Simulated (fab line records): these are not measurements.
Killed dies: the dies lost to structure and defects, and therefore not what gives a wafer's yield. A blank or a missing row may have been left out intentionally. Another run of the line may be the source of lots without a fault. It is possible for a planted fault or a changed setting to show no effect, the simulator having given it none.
Which tool was responsible?    flow n5-finfet    Sampling: 10 lots, 25 wafers, 5 of 1938 route steps

== WHAT EACH GAUGE READ, for each wafer ==
N5_BEOL_M4_THK_MEAS_53: measures by xrf.
lot   measured      on             M4_THK (nm)
L517  day 8 09:42   film-metro-02  39.1 39.5 36.3
L519  day 9 10:53   film-metro-02  40.9 37.8 38.5
L520  day 9 07:20   film-metro-01  40.4 39.0 41.6
L523  day 9 14:05   film-metro-02  39.1 39.6 39.3
L524  day 9 18:56   film-metro-01  41.0 38.7 38.1
L525  day 9 22:30   film-metro-01  41.6 40.1 41.2
L526  day 10 17:35  film-metro-02  40.5 39.0 40.0
L530  day 11 23:04  film-metro-01  40.2 39.6
L532  day 12 04:01  film-metro-02  39.2
L534  day 12 16:48  film-metro-02  39.1

N5_BEOL_M4_RC_MEAS_101.
lot   measured      on         DIBL_N (mV/V)   DIBL_P (mV/V)   IOFF_N (nA/um)     IOFF_P (nA/um)     ION_N (uA/um)  ION_P (uA/um)  RC_DENSE_N (ohm.um)  RC_DENSE_P (ohm.um)  RC_N (ohm.um)      RC_P (ohm.um)   REXT_N (ohm.um)  REXT_P (ohm.um)    SS_N (mV/dec)   SS_P (mV/dec)   VT_N (mV)          VT_P (mV)
L517  day 8 10:10   prober-02  36.3 35.5 37.9  36.9 36.1 38.2  0.150 0.134 0.171  0.209 0.194 0.225  659 657 669    457 452 461    19.7 19.7 18.7       24.3 24.0 23.3       16.00 15.73 15.31  19.8 19.5 19.0  77.5 75.9 75.5   99.8 98.7 99.7     71.7 71.6 72.7  72.9 73.6 74.3  252.3 255.2 250.0  -251.1 -251.2 -252.0
L519  day 9 11:14   prober-01  35.1 36.8 36.6  35.5 37.4 37.1  0.132 0.159 0.158  0.191 0.221 0.216  675 679 679    465 471 464    19.0 19.2 19.5       23.8 23.9 24.1       15.61 15.56 15.88  19.6 19.5 19.7  75.2 75.7 75.3   97.1 96.6 98.2     70.5 71.0 71.9  72.7 73.3 72.9  252.1 246.7 248.5  -252.4 -248.8 -251.5
L520  day 9 07:38   prober-02  36.7 35.1 35.3  37.4 36.1 36.2  0.170 0.145 0.144  0.224 0.196 0.196  669 665 661    464 456 458    19.1 18.6 19.0       23.7 23.3 23.9       15.61 15.04 15.46  19.3 19.0 19.3  73.2 73.1 73.6   99.4 99.7 101.2    72.4 71.5 70.9  73.5 73.2 73.4  247.3 251.9 251.8  -249.1 -252.0 -252.4
L523  day 9 14:26   prober-02  36.2 36.6 36.2  35.7 35.6 35.8  0.148 0.154 0.151  0.186 0.178 0.182  673 675 677    457 456 467    19.0 18.5 18.9       23.9 23.4 23.4       15.57 15.19 15.39  19.2 19.0 19.1  75.5 75.0 75.4   99.9 98.2 98.1     71.8 71.9 71.1  73.9 72.4 73.3  250.7 248.6 250.7  -252.1 -251.9 -252.5
L524  day 9 19:16   prober-02  35.4 36.5 36.2  35.4 36.8 35.5  0.140 0.175 0.159  0.180 0.203 0.186  663 685 661    451 465 450    18.8 19.1 19.0       23.4 24.0 24.0       15.16 15.59 15.68  19.3 19.5 19.7  72.9 72.3 73.7   98.1 97.7 98.6     70.8 72.0 71.9  73.5 73.5 73.4  252.7 246.5 250.9  -250.7 -250.9 -254.0
L525  day 9 23:08   prober-02  35.7 37.5 35.7  34.6 36.7 34.4  0.132 0.153 0.135  0.177 0.205 0.174  668 664 659    458 458 456    19.3 19.3 19.4       24.2 23.9 24.1       15.76 15.60 15.60  19.6 19.4 19.7  77.0 77.7 76.9   99.1 100.4 101.0   71.7 71.8 71.9  72.9 73.6 72.6  250.7 251.9 251.5  -251.9 -251.3 -251.5
L526  day 10 18:02  prober-01  36.5 35.9 35.5  35.9 35.9 35.2  0.161 0.152 0.155  0.207 0.208 0.199  675 670 674    461 465 469    18.7 18.6 18.7       23.4 23.4 23.4       15.15 15.09 15.15  19.0 19.0 19.1  75.4 74.4 75.1   102.9 102.1 103.9  71.6 71.8 71.9  72.9 72.8 72.5  248.3 250.5 249.1  -252.3 -248.5 -248.3
L530  day 11 23:32  prober-02  35.6 37.0       35.0 35.2       0.139 0.150        0.220 0.224        666 671        466 462        19.4 18.6            23.8 23.0            15.49 15.09        19.4 18.8       73.7 72.6        98.3 99.0          71.5 71.8       72.8 73.1       251.5 250.7        -247.1 -247.0
L532  day 12 04:57  prober-02  36.8            37.1            0.173              0.206              649            446            31.5                 39.4                 25.63              32.1            85.3             116.5              71.6            72.8            250.0              -251.5
L534  day 12 17:44  prober-02  35.9            34.6            0.132              0.162              646            447            29.8                 37.2                 24.28              30.5            86.9             110.0              72.1            72.3            252.5              -255.7

== TOOL THAT RAN EACH LOT (tool first, then ch and the chambers of the sampled wafers, then the start) ==
lot   N5_MOL_CONTACT_COAG_CONTACT_ETCH_14  N5_BEOL_M4_SPUTTER_79         N5_BEOL_M4_ANNEAL_82
L517  rie-diel-02 ch 1,3, day 5 03:45      pvd-sputter-01, day 8 07:22   pvd-sputter-01, day 8 07:40
L519  rie-diel-04 ch 0,2,3, day 5 21:22    pvd-sputter-01, day 9 08:24   pvd-sputter-01, day 9 08:42
L520  rie-diel-06 ch 0,1, day 5 23:51      pvd-sputter-01, day 9 04:36   pvd-sputter-01, day 9 04:54
L523  rie-diel-04 ch 0,1, day 6 15:59      pvd-sputter-02, day 9 11:45   pvd-sputter-02, day 9 12:03
L524  rie-diel-04 ch 0,1,2, day 6 19:27    pvd-sputter-01, day 9 16:36   pvd-sputter-01, day 9 16:54
L525  rie-diel-04 ch 1,3, day 7 04:00      pvd-sputter-01, day 9 20:10   pvd-sputter-01, day 9 20:28
L526  rie-diel-02 ch 0,1, day 7 14:03      pvd-sputter-02, day 10 15:15  pvd-sputter-02, day 10 15:33
L530  rie-diel-04 ch 1,2, day 8 08:09      pvd-sputter-01, day 11 20:07  pvd-sputter-01, day 11 20:25
L532  rie-diel-04 ch 3, day 8 22:14        pvd-sputter-03, day 12 01:44  pvd-sputter-03, day 12 02:04
L534  rie-diel-04 ch 3, day 9 10:58        pvd-sputter-03, day 12 14:29  pvd-sputter-03, day 12 14:49
- N5_MOL_CONTACT_COAG_CONTACT_ETCH_14: etches SiO2 in C4F6/O2, target depth 27.5 nm, overetch 8.5 nm, time 20 s.
- N5_BEOL_M4_SPUTTER_79: material Cu, target thk 4.5 nm, time 8.29 s.
- N5_BEOL_M4_ANNEAL_82: time 240 s.

== AS READ BY THE TOOLS THEMSELVES (means over the sampled wafers that have a number; for cases with no such wafer, the mark the record gives instead) ==
N5_MOL_CONTACT_COAG_CONTACT_ETCH_14.
lot   tool         O2_flow_sccm (sccm)  drypump-motor-current-A (A)  oes-product-au (a.u.)  rf-vpp-V (V)  showerhead-plenum-p-Torr (Torr)  throttle-valve-pct (%)
L517  rie-diel-02  10.04                5.2                          0.60                   693           2.90                             21.61
L519  rie-diel-04  9.99                 6.1                          0.69                   693           2.91                             21.27
L520  rie-diel-06  9.96                 6.4                          0.68                   692           2.85                             21.10
L523  rie-diel-04  10.01                6.1                          0.58                   691           2.84                             21.47
L524  rie-diel-04  10.01                6.1                          0.63                   691           2.83                             21.41
L525  rie-diel-04  10.01                6.0                          0.63                   694           2.90                             21.36
L526  rie-diel-02  10.01                5.3                          0.70                   693           2.87                             21.00
L530  rie-diel-04  9.96                 5.9                          0.76                   690           2.81                             21.23
L532  rie-diel-04  10.02                6.0                          0.71                   699           3.03                             21.13
L534  rie-diel-04  9.96                 6.0                          0.70                   697           3.03                             21.14

N5_BEOL_M4_SPUTTER_79.
lot   tool            throttle-valve-pct (%)
L517  pvd-sputter-01  30.6
L519  pvd-sputter-01  30.1
L520  pvd-sputter-01  30.2
L523  pvd-sputter-02  28.4
L524  pvd-sputter-01  30.3
L525  pvd-sputter-01  29.5
L526  pvd-sputter-02  29.4
L530  pvd-sputter-01  29.9
L532  pvd-sputter-03  30.1
L534  pvd-sputter-03  27.9

N5_BEOL_M4_ANNEAL_82.
lot   tool            heater-power-w (W)
L517  pvd-sputter-01  892
L519  pvd-sputter-01  884
L520  pvd-sputter-01  859
L523  pvd-sputter-02  845
L524  pvd-sputter-01  889
L525  pvd-sputter-01  841
L526  pvd-sputter-02  805
L530  pvd-sputter-01  817
L532  pvd-sputter-03  979
L534  pvd-sputter-03  776

== THE ANSWER, worked out from the rows above alone ==
Rule: the lots themselves supply what counts as usual. Put in order of their means at a reading, lots are off if they are a third of the lots or fewer, leave a main group of 4 or more, and stand apart from it by a gap of 3 or more times the standard deviation of the main group's means; of several such gaps the widest counts. Not used: any main group whose means are identical at the precision the tables above print for the reading. A lot without any number at a reading at which 4 lots or more have one is off too. All remaining lots with rows at the step are treated as sound. After the gauges, taken in route order, come the tools' own readings; for these a lot's mean is taken, as printed above. At the first step where some lot is off, the reading lying furthest off is the one used; lots without a number count as furthest.
Off: L532, L534, seen at N5_BEOL_M4_RC_MEAS_101 (RC_DENSE_P). The main group: mean 23.7 ohm.um, standard deviation 0.23.
A tool fits if, at a process step before that reading, it ran every lot that is off, and no sound lot after the first of them. Not tried: the gauges at N5_BEOL_M4_RC_MEAS_101; whatever is off there is also off at N5_MOL_CONTACT_COAG_CONTACT_ETCH_14, on other tools, and gauge error can't account for it. This does not decide it: 2 tools fit, namely rie-diel-04 at N5_MOL_CONTACT_COAG_CONTACT_ETCH_14 and pvd-sputter-03 at N5_BEOL_M4_SPUTTER_79 and N5_BEOL_M4_ANNEAL_82.

== WHAT WAS PUT IN BY THE SIMULATOR ==
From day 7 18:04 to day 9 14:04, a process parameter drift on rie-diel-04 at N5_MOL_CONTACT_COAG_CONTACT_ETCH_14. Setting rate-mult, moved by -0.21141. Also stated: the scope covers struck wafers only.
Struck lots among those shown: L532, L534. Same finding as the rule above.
